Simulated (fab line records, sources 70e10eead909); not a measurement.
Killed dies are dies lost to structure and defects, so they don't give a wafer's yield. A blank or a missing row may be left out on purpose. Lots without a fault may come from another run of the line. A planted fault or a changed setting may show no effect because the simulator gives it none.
Chamber matching | flow nand_harc | NHARC_P_BONDPAD_CMP_32 on cmp-03: 4 sister chambers
The step polishes SiCN, target thk 200 nm. 8 wafers are shown with their chamber, then 9 later ones without.

WAFERS WITH THEIR CHAMBER
wafer  | chamber | motor_current_A (A)
L076.3 | 2       | 14.5
L081.2 | 3       | 12.6
L082.1 | 0       | 9.4
L082.4 | 1       | 12.7
L082.6 | 3       | 12.4
L087.1 | 0       | 9.6
L087.2 | 2       | 14.1
L087.3 | 1       | 12.4

WAFERS WITHOUT THEIR CHAMBER
wafer  | motor_current_A (A)
L091.1 | 13.7
L091.2 | 12.2
L091.5 | 13.3
L092.1 | 12.8
L092.3 | 9.8
L092.4 | 12.8
L094.3 | 13.2
L094.4 | 14.7
L094.5 | 13.4

WHICH CHAMBER EACH WENT THROUGH
wafer  | from the rows above          | in truth
L091.1 | 2                            | 2
L091.2 | can't be placed: 3 or 1      | 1
L091.5 | can't be placed: 1 or 3 or 2 | 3
L092.1 | can't be placed: 1 or 3      | 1
L092.3 | 0                            | 0
L092.4 | can't be placed: 1 or 3      | 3
L094.3 | can't be placed: 1 or 3      | 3
L094.4 | 2                            | 2
L094.5 | can't be placed: 1 or 2 or 3 | 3
Placed correctly: 3 of 9. Can't be placed from these rows: 6 (the true chamber is among the candidates in 6). Placed wrongly: 0.
How it was worked out, from the rows above alone: a wafer's distance from a chamber is the root of the sum, over the readings, of the square of ((its reading less the chamber's mean) divided by the reading's scatter). The wafer belongs to the nearest chamber; if the next one is less than 2 further off, it can't be placed. A chamber's mean is the mean of its shown wafers. The scatter: the root of (the sum of the squares of (reading less its chamber's mean) over the shown wafers, divided by (wafers less chambers)).
